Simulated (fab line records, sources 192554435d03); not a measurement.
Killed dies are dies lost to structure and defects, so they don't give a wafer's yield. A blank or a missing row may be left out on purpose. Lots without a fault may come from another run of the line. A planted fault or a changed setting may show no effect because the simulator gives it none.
A struck lot beside a sound one | flow n5_finfet | 15 steps out of a route of 1938
Sound: wafers L155.2, L155.3, L155.6. Struck: wafer L151.6. (L151.1 of the same lot was not struck and is left out.) The cause comes at the end.
At each step with rows: each side's tool, then ch and its chambers, then its first start. Under that, the readings that differ: sound wafers | struck wafers | difference of the means | sigmas: that difference in standard deviations of wafers without a fault.
alike: readings whose means differ by less than 2 such deviations, and words and numbers that are the same on both sides. not compared: withheld readings, readings that some wafer has no value for, bounds like >300 that may hide the same value, and numbers for which the record gives no deviation and whose values overlap.
The two part at a step that has a row with sigmas, a row that says differs or no value, or rows on one side only. Numbers that don't overlap but have no deviation are shown without sigmas and don't part them. A reading that every wafer of one side lacks parts them only if that side has two wafers or more.

first, 7 steps without rows for these wafers: N5_HKMG_FIN_COAT_30 (time 60 s, resist thk 35 nm); N5_HKMG_FIN_COAT_06 (resist thk 90 nm); N5_HKMG_FIN_EBR_08; N5_HKMG_FIN_SOFTBAKE_07 (time 60 s); N5_HKMG_FIN_EXPOSE_09 (exposes mask NWFM); N5_HKMG_FIN_PEB_10 (peb time 60 s); N5_HKMG_FIN_DEVELOP_11 (develop time 30 s).
N5_HKMG_FIN_CD_MEAS_12: target cd 92.8 nm.
  sound on cd_sem-01 ch 0, day 8 08:31; struck on cd_sem-02 ch 0, day 7 10:06
  alike: cd_nm
N5_HKMG_FIN_OVL_MEAS_13:
  sound on overlay-01 ch 0, day 8 08:33; struck on overlay-01 ch 0, day 7 10:08
  alike: NWFM_OVL
N5_HKMG_FIN_INSPECT_14: inspects for defects (macro).
  sound on defect_inspect-01, day 8 08:34; struck on defect_inspect-02, day 7 10:09
  alike: raw_defect_count
N5_HKMG_FIN_DESCUM_17: chemistry O2, time 7.9 s.
  sound on rie_diel-06 ch 1,2,3, day 8 08:36; struck on rie_diel-03 ch 0, day 7 10:11
  alike: drypump_motor_current_A, oes_product_au, rf_vpp_V, showerhead_plenum_p_Torr, throttle_valve_pct
  not compared: rf_hours_counter_h
N5_HKMG_FIN_ETCH_31: etches SiARC in CF4, target depth 45.5 nm, time 75.8 s.
  sound on rie_diel-06 ch 1,2,3, day 8 08:38; struck on rie_diel-03 ch 0, day 7 10:13
  alike: drypump_motor_current_A, etch_rf_on_time_s, oes_product_au, rf_vpp_V, showerhead_plenum_p_Torr, throttle_valve_pct
  not compared: rf_hours_counter_h
N5_HKMG_FIN_ETCH_32: etches SOC in N2/H2, target depth 240 nm, time 300 s.
  sound on rie_diel-06 ch 1,2,3, day 8 08:42; struck on rie_diel-03 ch 0, day 7 10:17
  reading                                     | sound             | struck | difference | sigmas
  model.HKMG_FIN.feature_depth_nm (nm)        | 238.2 240.2 242.2 | 184.2  | -56.0      |
  model.etch.depth_nm (nm)                    | 238.2 240.2 242.3 | 184.3  | -55.9      |
  model.SiARC_of_HKMG_FIN_COAT_30.thk_nm (nm) | 21.2 21.2 21.2    | 24.2   | +3.0       |
  alike: drypump_motor_current_A, h2_flow_sccm, n2_flow_sccm, oes_product_au, rf_vpp_V, showerhead_plenum_p_Torr, throttle_valve_pct
  not compared: rf_hours_counter_h
then, 1 step without rows for these wafers: N5_HKMG_FIN_STRIP_33 (strips in N2/H2).
-- the record jumps here: 4 days lie between the struck wafers' starts before and after (it left off in module HKMG_FIN and takes up again in module BEOL_M4, whose first step shown is number 1111 of the route) --
N5_BEOL_M4_RC_MEAS_101:
  sound on prober-01 ch 0, day 12 02:46; struck on prober-01 ch 0, day 11 15:11
  alike: DIBL_N, DIBL_P, IOFF_N, IOFF_P, ION_N, ION_P, SS_N, SS_P, VT_N, VT_P

WHERE THEY PART
Nowhere in this record.

WHY: what the simulator had put in
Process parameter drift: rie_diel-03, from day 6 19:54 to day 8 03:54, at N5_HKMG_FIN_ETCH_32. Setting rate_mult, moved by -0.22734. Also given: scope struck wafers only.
